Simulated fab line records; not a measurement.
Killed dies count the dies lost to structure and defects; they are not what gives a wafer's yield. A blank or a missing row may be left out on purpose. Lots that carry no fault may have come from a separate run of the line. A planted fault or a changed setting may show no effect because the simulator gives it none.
Which tool did it? || flow nand_harc || 36 wafers from 12 lots sampled at 6 of the route's 1159 steps

## WHAT THE GAUGES READ, wafer by wafer
NHARC_A_SIN_REMOVE_INSPECT_04. Usual: raw_defect_count 290, standard deviation 67.
{"lot": "L930", "measured": "day 14 18:36", "on": "defect_inspect-01", "raw_defect_count": "320 256 312", "flag": ""}
{"lot": "L931", "measured": "day 14 18:37", "on": "defect_inspect-01", "raw_defect_count": "357 264 214", "flag": ""}
{"lot": "L932", "measured": "day 15 01:52", "on": "defect_inspect-01", "raw_defect_count": "251 227 210", "flag": ""}
{"lot": "L933", "measured": "day 15 08:53", "on": "defect_inspect-01", "raw_defect_count": "203 204 268", "flag": ""}
{"lot": "L936", "measured": "day 16 13:04", "on": "defect_inspect-02", "raw_defect_count": "244 295 337", "flag": ""}
{"lot": "L935", "measured": "day 16 13:04", "on": "defect_inspect-01", "raw_defect_count": "266 248 407", "flag": ""}
{"lot": "L939", "measured": "day 16 18:19", "on": "defect_inspect-01", "raw_defect_count": "307 302 293", "flag": ""}
{"lot": "L941", "measured": "day 17 22:31", "on": "defect_inspect-02", "raw_defect_count": "627 632 618", "flag": "OFF"}
{"lot": "L942", "measured": "day 17 22:33", "on": "defect_inspect-02", "raw_defect_count": "366 252 209", "flag": ""}
{"lot": "L947", "measured": "day 18 22:43", "on": "defect_inspect-01", "raw_defect_count": "784 618 727", "flag": "OFF"}
{"lot": "L949", "measured": "day 19 13:21", "on": "defect_inspect-01", "raw_defect_count": "325 254 353", "flag": ""}
{"lot": "L952", "measured": "day 19 23:14", "on": "defect_inspect-02", "raw_defect_count": "348 261 271", "flag": ""}

NHARC_END_SORT_01. Usual: killed_at_array 31, standard deviation 11; killed_at_other 0.5, standard deviation 0.78; killed_at_periphery 3.0, standard deviation 2; killed_dies 34, standard deviation 12; killed_open 3.2, standard deviation 2; killed_short 1.9, standard deviation 1.6.
{"lot": "L941", "measured": "day 22 07:40", "on": "prober-02", "killed_at_array": "83 124 110", "killed_at_other": "0 0 0", "killed_at_periphery": "2 3 1", "killed_dies": "85 127 111", "killed_open": "3 4 3", "killed_short": "0 6 0", "flag": "OFF"}
{"lot": "L947", "measured": "day 23 13:37", "on": "prober-02", "killed_at_array": "74 75 104", "killed_at_other": "0 0 0", "killed_at_periphery": "2 2 3", "killed_dies": "76 77 107", "killed_open": "2 1 3", "killed_short": "0 2 0", "flag": "OFF"}

## TOOL THAT RAN EACH LOT (tool first, then ch and the chambers of the sampled wafers, then the start)
{"lot": "L930", "NHARC_A_SLIT_DESCUM_14": "rie_diel-10 ch 0,3, day 14 05:01", "NHARC_A_SIN_REMOVE_PRECLEAN_01": "wet_bench-02 ch 0,6,7, day 14 18:26", "NHARC_A_WL_FILL_CVD_03": "cvd_w-01 ch 0,1, day 14 22:05", "NHARC_A_WL_FILL_STRIP_27": "plasma_asher-02 ch 0,1, day 15 01:47"}
{"lot": "L931", "NHARC_A_SLIT_DESCUM_14": "rie_diel-05 ch 1,2,3, day 14 05:17", "NHARC_A_SIN_REMOVE_PRECLEAN_01": "wet_bench-01 ch 0,3,5, day 14 18:26", "NHARC_A_WL_FILL_CVD_03": "cvd_w-02 ch 0,1, day 14 22:34", "NHARC_A_WL_FILL_STRIP_27": "plasma_asher-01 ch 0,1, day 15 01:49"}
{"lot": "L932", "NHARC_A_SLIT_DESCUM_14": "rie_diel-11 ch 2,3, day 14 14:46", "NHARC_A_SIN_REMOVE_PRECLEAN_01": "wet_bench-02 ch 1,3,4, day 15 01:40", "NHARC_A_WL_FILL_CVD_03": "cvd_w-02 ch 0,1, day 15 02:50", "NHARC_A_WL_FILL_STRIP_27": "plasma_asher-01 ch 0,1, day 15 06:34"}
{"lot": "L933", "NHARC_A_SLIT_DESCUM_14": "rie_diel-11 ch 0,1, day 14 20:38", "NHARC_A_SIN_REMOVE_PRECLEAN_01": "wet_bench-02 ch 0,2,4, day 15 08:42", "NHARC_A_WL_FILL_CVD_03": "cvd_w-01 ch 0,1, day 15 11:35", "NHARC_A_WL_FILL_STRIP_27": "plasma_asher-01 ch 0,1, day 15 14:53"}
{"lot": "L936", "NHARC_A_SLIT_DESCUM_14": "rie_diel-11 ch 0,1,3, day 15 18:37", "NHARC_A_SIN_REMOVE_PRECLEAN_01": "wet_bench-02 ch 1,3,6, day 16 12:53", "NHARC_A_WL_FILL_CVD_03": "cvd_w-02 ch 0,1, day 16 15:47", "NHARC_A_WL_FILL_STRIP_27": "plasma_asher-01 ch 0,1, day 16 19:00"}
{"lot": "L935", "NHARC_A_SLIT_DESCUM_14": "rie_diel-11 ch 0,1,2, day 15 19:49", "NHARC_A_SIN_REMOVE_PRECLEAN_01": "wet_bench-09 ch 1,2,3, day 16 12:53", "NHARC_A_WL_FILL_CVD_03": "cvd_w-01 ch 0,1, day 16 14:31", "NHARC_A_WL_FILL_STRIP_27": "plasma_asher-01 ch 0,1, day 16 18:31"}
{"lot": "L939", "NHARC_A_SLIT_DESCUM_14": "rie_diel-10 ch 0,1,2, day 16 07:15", "NHARC_A_SIN_REMOVE_PRECLEAN_01": "wet_bench-09 ch 1,2,6, day 16 18:07", "NHARC_A_WL_FILL_CVD_03": "cvd_w-01 ch 1, day 16 22:05", "NHARC_A_WL_FILL_STRIP_27": "plasma_asher-01 ch 0, day 17 02:03"}
{"lot": "L941", "NHARC_A_SLIT_DESCUM_14": "rie_diel-11 ch 1,2, day 17 11:05", "NHARC_A_SIN_REMOVE_PRECLEAN_01": "wet_bench-02 ch 0,2,3, day 17 22:20", "NHARC_A_WL_FILL_CVD_03": "cvd_w-02 ch 0,1, day 18 00:32", "NHARC_A_WL_FILL_STRIP_27": "plasma_asher-02 ch 0,1, day 18 03:22"}
{"lot": "L942", "NHARC_A_SLIT_DESCUM_14": "rie_diel-05 ch 1,2, day 17 11:26", "NHARC_A_SIN_REMOVE_PRECLEAN_01": "wet_bench-01 ch 0,5,6, day 17 22:20", "NHARC_A_WL_FILL_CVD_03": "cvd_w-02 ch 0,1, day 18 02:53", "NHARC_A_WL_FILL_STRIP_27": "plasma_asher-02 ch 0,1, day 18 06:07"}
{"lot": "L947", "NHARC_A_SLIT_DESCUM_14": "rie_diel-11 ch 1,3, day 18 13:39", "NHARC_A_SIN_REMOVE_PRECLEAN_01": "wet_bench-02 ch 3,4,5, day 18 22:32", "NHARC_A_WL_FILL_CVD_03": "cvd_w-02 ch 0,1, day 19 04:11", "NHARC_A_WL_FILL_STRIP_27": "plasma_asher-02 ch 0,1, day 19 07:33"}
{"lot": "L949", "NHARC_A_SLIT_DESCUM_14": "rie_diel-11 ch 0,3, day 18 23:55", "NHARC_A_SIN_REMOVE_PRECLEAN_01": "wet_bench-01 ch 3,6,7, day 19 13:10", "NHARC_A_WL_FILL_CVD_03": "cvd_w-01 ch 0,1, day 19 17:01", "NHARC_A_WL_FILL_STRIP_27": "plasma_asher-01 ch 0,1, day 19 20:42"}
{"lot": "L952", "NHARC_A_SLIT_DESCUM_14": "rie_diel-11 ch 2,3, day 19 12:12", "NHARC_A_SIN_REMOVE_PRECLEAN_01": "wet_bench-09 ch 0,1,2, day 19 23:03", "NHARC_A_WL_FILL_CVD_03": "cvd_w-01 ch 0,1, day 20 02:25", "NHARC_A_WL_FILL_STRIP_27": "plasma_asher-02 ch 0,1, day 20 06:22"}
- NHARC_A_SLIT_DESCUM_14: chemistry O2, time 3 s.
- NHARC_A_SIN_REMOVE_PRECLEAN_01: cleans in SC1.
- NHARC_A_WL_FILL_CVD_03: deposits W, target thk 40 nm, time 3302 s.
- NHARC_A_WL_FILL_STRIP_27: strips in N2/H2, time 20 s.

## AS READ BY THE TOOLS THEMSELVES (means over the sampled wafers that have a number; for cases with no such wafer, the mark the record gives instead)
NHARC_A_SLIT_DESCUM_14. Usual: drypump_motor_current_A 5.9 A, standard deviation 0.45; oes_product_au 1.001 a.u., standard deviation 0.015; rf_vpp_V 57.7 V, standard deviation 0.76; showerhead_plenum_p_Torr 1.90 Torr, standard deviation 0.076; throttle_valve_pct 11.311 %, standard deviation 0.0086.
{"lot": "L930", "tool": "rie_diel-10", "drypump_motor_current_A (A)": 6.0, "oes_product_au (a.u.)": 1.001, "rf_vpp_V (V)": 57.8, "showerhead_plenum_p_Torr (Torr)": 1.92, "throttle_valve_pct (%)": 11.309, "flag": ""}
{"lot": "L931", "tool": "rie_diel-05", "drypump_motor_current_A (A)": 5.4, "oes_product_au (a.u.)": 0.983, "rf_vpp_V (V)": 57.8, "showerhead_plenum_p_Torr (Torr)": 1.85, "throttle_valve_pct (%)": 11.307, "flag": ""}
{"lot": "L932", "tool": "rie_diel-11", "drypump_motor_current_A (A)": 5.9, "oes_product_au (a.u.)": 1.000, "rf_vpp_V (V)": 57.6, "showerhead_plenum_p_Torr (Torr)": 1.96, "throttle_valve_pct (%)": 11.317, "flag": ""}
{"lot": "L933", "tool": "rie_diel-11", "drypump_motor_current_A (A)": 6.0, "oes_product_au (a.u.)": 1.013, "rf_vpp_V (V)": 57.6, "showerhead_plenum_p_Torr (Torr)": 1.85, "throttle_valve_pct (%)": 11.309, "flag": ""}
{"lot": "L936", "tool": "rie_diel-11", "drypump_motor_current_A (A)": 5.9, "oes_product_au (a.u.)": 0.993, "rf_vpp_V (V)": 56.8, "showerhead_plenum_p_Torr (Torr)": 1.90, "throttle_valve_pct (%)": 11.312, "flag": ""}
{"lot": "L935", "tool": "rie_diel-11", "drypump_motor_current_A (A)": 6.1, "oes_product_au (a.u.)": 0.994, "rf_vpp_V (V)": 57.8, "showerhead_plenum_p_Torr (Torr)": 1.87, "throttle_valve_pct (%)": 11.305, "flag": ""}
{"lot": "L939", "tool": "rie_diel-10", "drypump_motor_current_A (A)": 6.0, "oes_product_au (a.u.)": 1.004, "rf_vpp_V (V)": 57.5, "showerhead_plenum_p_Torr (Torr)": 1.93, "throttle_valve_pct (%)": 11.306, "flag": ""}
{"lot": "L941", "tool": "rie_diel-11", "drypump_motor_current_A (A)": 6.2, "oes_product_au (a.u.)": 0.991, "rf_vpp_V (V)": 57.5, "showerhead_plenum_p_Torr (Torr)": 1.89, "throttle_valve_pct (%)": 11.309, "flag": ""}
{"lot": "L942", "tool": "rie_diel-05", "drypump_motor_current_A (A)": 5.4, "oes_product_au (a.u.)": 0.998, "rf_vpp_V (V)": 57.2, "showerhead_plenum_p_Torr (Torr)": 1.83, "throttle_valve_pct (%)": 11.314, "flag": ""}
{"lot": "L947", "tool": "rie_diel-11", "drypump_motor_current_A (A)": 6.0, "oes_product_au (a.u.)": 0.990, "rf_vpp_V (V)": 57.6, "showerhead_plenum_p_Torr (Torr)": 1.88, "throttle_valve_pct (%)": 11.317, "flag": ""}
{"lot": "L949", "tool": "rie_diel-11", "drypump_motor_current_A (A)": 5.9, "oes_product_au (a.u.)": 0.995, "rf_vpp_V (V)": 58.1, "showerhead_plenum_p_Torr (Torr)": 1.90, "throttle_valve_pct (%)": 11.310, "flag": ""}
{"lot": "L952", "tool": "rie_diel-11", "drypump_motor_current_A (A)": 5.9, "oes_product_au (a.u.)": 0.983, "rf_vpp_V (V)": 57.6, "showerhead_plenum_p_Torr (Torr)": 1.95, "throttle_valve_pct (%)": 11.304, "flag": ""}

NHARC_A_SIN_REMOVE_PRECLEAN_01. Usual: sc1_h2o2_end_mol_l 0.3698, standard deviation 0.00065.
{"lot": "L930", "tool": "wet_bench-02", "sc1_h2o2_end_mol_l": 0.3702, "flag": ""}
{"lot": "L931", "tool": "wet_bench-01", "sc1_h2o2_end_mol_l": 0.3697, "flag": ""}
{"lot": "L932", "tool": "wet_bench-02", "sc1_h2o2_end_mol_l": 0.3695, "flag": ""}
{"lot": "L933", "tool": "wet_bench-02", "sc1_h2o2_end_mol_l": 0.3697, "flag": ""}
{"lot": "L936", "tool": "wet_bench-02", "sc1_h2o2_end_mol_l": 0.3697, "flag": ""}
{"lot": "L935", "tool": "wet_bench-09", "sc1_h2o2_end_mol_l": 0.3705, "flag": ""}
{"lot": "L939", "tool": "wet_bench-09", "sc1_h2o2_end_mol_l": 0.3700, "flag": ""}
{"lot": "L941", "tool": "wet_bench-02", "sc1_h2o2_end_mol_l": 0.3703, "flag": ""}
{"lot": "L942", "tool": "wet_bench-01", "sc1_h2o2_end_mol_l": 0.3700, "flag": ""}
{"lot": "L947", "tool": "wet_bench-02", "sc1_h2o2_end_mol_l": 0.3690, "flag": ""}
{"lot": "L949", "tool": "wet_bench-01", "sc1_h2o2_end_mol_l": 0.3698, "flag": ""}
{"lot": "L952", "tool": "wet_bench-09", "sc1_h2o2_end_mol_l": 0.3699, "flag": ""}

NHARC_A_WL_FILL_CVD_03. Usual: heater_power_w 455 W, standard deviation 26; susceptor_temp_C 300.00 C, standard deviation 0.21; throttle_valve_pct 7.76 %, standard deviation 0.17.
{"lot": "L930", "tool": "cvd_w-01", "heater_power_w (W)": 482, "susceptor_temp_C (C)": 299.82, "throttle_valve_pct (%)": 7.69, "flag": ""}
{"lot": "L931", "tool": "cvd_w-02", "heater_power_w (W)": 436, "susceptor_temp_C (C)": 299.89, "throttle_valve_pct (%)": 7.65, "flag": ""}
{"lot": "L932", "tool": "cvd_w-02", "heater_power_w (W)": 438, "susceptor_temp_C (C)": 300.13, "throttle_valve_pct (%)": 7.83, "flag": ""}
{"lot": "L933", "tool": "cvd_w-01", "heater_power_w (W)": 463, "susceptor_temp_C (C)": "-", "throttle_valve_pct (%)": 7.84, "flag": "OFF"}
{"lot": "L936", "tool": "cvd_w-02", "heater_power_w (W)": 438, "susceptor_temp_C (C)": 299.94, "throttle_valve_pct (%)": 7.64, "flag": ""}
{"lot": "L935", "tool": "cvd_w-01", "heater_power_w (W)": 468, "susceptor_temp_C (C)": 300.22, "throttle_valve_pct (%)": 7.68, "flag": ""}
{"lot": "L939", "tool": "cvd_w-01", "heater_power_w (W)": 457, "susceptor_temp_C (C)": "-", "throttle_valve_pct (%)": 7.79, "flag": "OFF"}
{"lot": "L941", "tool": "cvd_w-02", "heater_power_w (W)": 432, "susceptor_temp_C (C)": 300.04, "throttle_valve_pct (%)": 7.65, "flag": ""}
{"lot": "L942", "tool": "cvd_w-02", "heater_power_w (W)": 422, "susceptor_temp_C (C)": 300.02, "throttle_valve_pct (%)": 7.64, "flag": ""}
{"lot": "L947", "tool": "cvd_w-02", "heater_power_w (W)": 429, "susceptor_temp_C (C)": 299.86, "throttle_valve_pct (%)": 7.60, "flag": ""}
{"lot": "L949", "tool": "cvd_w-01", "heater_power_w (W)": 471, "susceptor_temp_C (C)": "-", "throttle_valve_pct (%)": 7.84, "flag": "OFF"}
{"lot": "L952", "tool": "cvd_w-01", "heater_power_w (W)": 470, "susceptor_temp_C (C)": 300.14, "throttle_valve_pct (%)": 7.86, "flag": ""}

NHARC_A_WL_FILL_STRIP_27. Usual: drypump_motor_current_A 5.5 A, standard deviation 0.32; heater_power_w 340 W, standard deviation 16.
{"lot": "L930", "tool": "plasma_asher-02", "drypump_motor_current_A (A)": 5.4, "heater_power_w (W)": 335, "flag": ""}
{"lot": "L931", "tool": "plasma_asher-01", "drypump_motor_current_A (A)": 5.6, "heater_power_w (W)": 331, "flag": ""}
{"lot": "L932", "tool": "plasma_asher-01", "drypump_motor_current_A (A)": 5.4, "heater_power_w (W)": 332, "flag": ""}
{"lot": "L933", "tool": "plasma_asher-01", "drypump_motor_current_A (A)": 5.5, "heater_power_w (W)": 338, "flag": ""}
{"lot": "L936", "tool": "plasma_asher-01", "drypump_motor_current_A (A)": 5.4, "heater_power_w (W)": 327, "flag": ""}
{"lot": "L935", "tool": "plasma_asher-01", "drypump_motor_current_A (A)": 5.6, "heater_power_w (W)": 339, "flag": ""}
{"lot": "L939", "tool": "plasma_asher-01", "drypump_motor_current_A (A)": 5.7, "heater_power_w (W)": 353, "flag": ""}
{"lot": "L941", "tool": "plasma_asher-02", "drypump_motor_current_A (A)": 5.4, "heater_power_w (W)": 350, "flag": ""}
{"lot": "L942", "tool": "plasma_asher-02", "drypump_motor_current_A (A)": 5.6, "heater_power_w (W)": 346, "flag": ""}
{"lot": "L947", "tool": "plasma_asher-02", "drypump_motor_current_A (A)": 5.7, "heater_power_w (W)": 344, "flag": ""}
{"lot": "L949", "tool": "plasma_asher-01", "drypump_motor_current_A (A)": 5.4, "heater_power_w (W)": 332, "flag": ""}
{"lot": "L952", "tool": "plasma_asher-02", "drypump_motor_current_A (A)": 5.4, "heater_power_w (W)": 351, "flag": ""}

## THE ANSWER, worked out from the rows above alone
Rule: a lot is off if the mean of its wafers that have a number lies more than 3 standard deviations from the usual mean. Also off: a lot with no number at a reading for which 4 or more lots have one. All remaining lots with rows at the step are treated as sound. First the gauges in route order, then the tools' own readings, where a lot's mean is used as printed above. At the first step where some lot is off, the reading lying furthest off is the one used; lots without a number count as furthest.
Off: L941, L947 (NHARC_A_SIN_REMOVE_INSPECT_04, raw_defect_count).
A tool fits if, at a process step before that reading, it ran every lot that is off, and no sound lot after the first of them. Not tried: the gauges at NHARC_A_SIN_REMOVE_INSPECT_04; whatever is off there is also off at NHARC_END_SORT_01, on other tools, and gauge error can't account for it. One fits: wet_bench-02 at NHARC_A_SIN_REMOVE_PRECLEAN_01. Its last sound lot is L936 (day 16 12:53), its first lot that is off L941 (day 17 22:20): a fault that began between those two fits.

## WHAT THE SIMULATOR HAD INSERTED
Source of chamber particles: wet_bench-02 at NHARC_A_SIN_REMOVE_PRECLEAN_01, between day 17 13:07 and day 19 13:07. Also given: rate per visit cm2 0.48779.
Lots struck among those shown: L941, L947. The same result came from the rule above.
